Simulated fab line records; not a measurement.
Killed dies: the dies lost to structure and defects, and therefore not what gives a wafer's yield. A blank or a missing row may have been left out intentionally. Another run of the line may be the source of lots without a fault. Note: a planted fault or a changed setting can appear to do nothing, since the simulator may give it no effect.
Lot-split experiment + flow n5_finfet + 7 lots, 21 wafers read, on a route of 1938 steps

## ABOUT THE SPLIT
At N5_SDB_COAT_03 (time 60 s, resist thk 100 nm), the setting spin_rpm was moved away from the recipe's 1500 rpm on 7 of the 21 wafers read, by -7.3% to +6.9%. The other wafers ran this setting at the recipe's value.

## FROM THE SPLIT TO THE READING: what the file shows between them, 4 steps
- N5_SDB_ETCH_17: etches SiARC in CF4, target depth 23.4 nm, time 39 s (also split here: cf4_flow_sccm)
- N5_SDB_ETCH_18: etches SOC in N2/H2, target depth 100 nm, overetch 20 nm, time 150 s
- N5_SDB_STRIP_19: strips in N2/H2
- N5_SDB_STRIP_21: strips in CF4

## THE READING
SOC_of_SDB_COAT_03.thk_nm (the simulator's own value, which no gauge read), in nm, at N5_SDB_HM_OPEN_20 (chemistry CH3F/O2, target SiNx, stops on poly-Si, target depth 24 nm). There is no usual value for it anywhere in the file. Across the 14 wafers here that went through the recipe, the average is 83.8 nm and the standard deviation 0.48 nm.

| wafer  | tool, chamber at the split | spin_rpm as run, rpm | against the recipe | SOC_of_SDB_COAT_03.thk_nm, nm | against lot-mates on the recipe |
|--------|----------------------------|----------------------|--------------------|-------------------------------|---------------------------------|
| L076.2 | litho_track-02, 0          | 1603                 | +6.9%              | 80                            | -4.0                            |
| L076.3 | litho_track-02, 0          | 1500                 | recipe             | 84                            | -                               |
| L076.4 | litho_track-02, 0          | 1603                 | +6.9%              | 80.4                          | -3.6                            |
| L078.2 | litho_track-03, 0          | 1500                 | recipe             | 84.2                          | -                               |
| L078.3 | litho_track-03, 0          | 1500                 | recipe             | 84                            | -                               |
| L078.5 | litho_track-03, 0          | 1500                 | recipe             | 83.8                          | -                               |
| L079.2 | litho_track-03, 0          | 1390                 | -7.3%              | 87.8                          | +3.6                            |
| L079.3 | litho_track-03, 0          | 1500                 | recipe             | 84.2                          | -                               |
| L079.5 | litho_track-03, 0          | 1500                 | recipe             | 84.2                          | -                               |
| L080.4 | litho_track-03, 0          | 1413                 | -5.8%              | 87.2                          | +2.6                            |
| L080.5 | litho_track-03, 0          | 1413                 | -5.8%              | 86.4                          | +1.8                            |
| L080.6 | litho_track-03, 0          | 1500                 | recipe             | 84.6                          | -                               |
| L093.1 | litho_track-01, 0          | 1500                 | recipe             | 83.4                          | -                               |
| L093.3 | litho_track-01, 0          | 1500                 | recipe             | 83.2                          | -                               |
| L093.6 | litho_track-01, 0          | 1500                 | recipe             | 84.4                          | -                               |
| L094.3 | litho_track-02, 0          | 1500                 | recipe             | 83.8                          | -                               |
| L094.4 | litho_track-02, 0          | 1500                 | recipe             | 83.2                          | -                               |
| L094.5 | litho_track-02, 0          | 1500                 | recipe             | 83                            | -                               |
| L095.2 | litho_track-01, 0          | 1430                 | -4.7%              | 85.6                          | +2.2                            |
| L095.3 | litho_track-01, 0          | 1430                 | -4.7%              | 85.6                          | +2.2                            |
| L095.4 | litho_track-01, 0          | 1500                 | recipe             | 83.4                          | -                               |

FIT RESULTS
A straight line over all 21 wafers: SOC_of_SDB_COAT_03.thk_nm changes by -0.506 nm for each +1% of spin_rpm; r = -0.97; the points scatter about the line by 0.48 nm.
The same after taking each lot's own level away (the mean of its wafers on the recipe; 21 wafers): -0.488 nm for each +1%; r = -0.98; scatter 0.37 nm.
On that fit, the largest move of spin_rpm shifts the reading by 3.6 nm.
Measured against the standard deviation above, the lots' own levels, which go from 83.33 to 84.60 nm, span 2.6 times it.
The two slopes agree, so the slope changes little with the lot-to-lot level.
Check: with one of the wafers moved furthest among these (-7.3%) left out of the fit, the line predicts +3.43 nm for it against its lot-mates. Against them it came out at +3.6 nm.

## OTHER SPLITS APPLIED TO THESE WAFERS
Before the reading, these wafers also passed through other splits. Each is held against what the fit with the lots' levels taken away leaves over:
| other split on the same wafers            | wafers away from the commonest value | r with SOC_of_SDB_COAT_03.thk_nm (lot level and that fit taken away) |
|-------------------------------------------|--------------------------------------|----------------------------------------------------------------------|
| N5_PMOS_HMC_CHANNEL_EPI_COAT_31 spin_rpm  | 7                                    | +0.11                                                                |
| N5_PMOS_HMC_CHANNEL_EPI_PEB_07 peb_temp_c | 8                                    | +0.18                                                                |
| N5_FIN_SAQP_ETCH_52 source_w              | 5                                    | +0.54                                                                |
| N5_SD_EPI_N_PEB_07 peb_temp_c             | 5                                    | +0.01                                                                |
| N5_SD_EPI_N_ETCH_45 target_depth_a        | 7                                    | -0.50                                                                |
| N5_SDB_ETCH_17 cf4_flow_sccm              | 8                                    | +0.24                                                                |

## THE WHOLE CHAIN: every reading that the file lists as answering this split, in the file's order
| step              | what it does                                                         | reading                                                                    | change (the file's fit)               | r (the file's) |
|-------------------|----------------------------------------------------------------------|----------------------------------------------------------------------------|---------------------------------------|----------------|
| N5_SDB_COAT_03    | time 60 s, resist thk 100 nm                                         | SOC_of_SDB_COAT_03.thk_nm (the simulator's own value, which no gauge read) | -0.509 nm for each +1% of the setting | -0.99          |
| N5_SDB_ETCH_18    | etches SOC in N2/H2, target depth 100 nm, overetch 20 nm, time 150 s | etch.depth_nm (the simulator's own value, which no gauge read)             | -0.511 nm for each +1% of the setting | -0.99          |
| N5_SDB_HM_OPEN_20 | chemistry CH3F/O2, target SiNx, stops on poly-Si, target depth 24 nm | SOC_of_SDB_COAT_03.thk_nm (the simulator's own value, which no gauge read) | -0.483 nm for each +1% of the setting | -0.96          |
| N5_SDB_STRIP_22   | strips in N2/H2                                                      | strip_time_to_endpoint_s                                                   | withheld for each +1% of the setting  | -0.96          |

## THE FILE'S OWN FIT
SOC_of_SDB_COAT_03.thk_nm changes by -0.483 nm for each +1% of spin_rpm, r = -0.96.
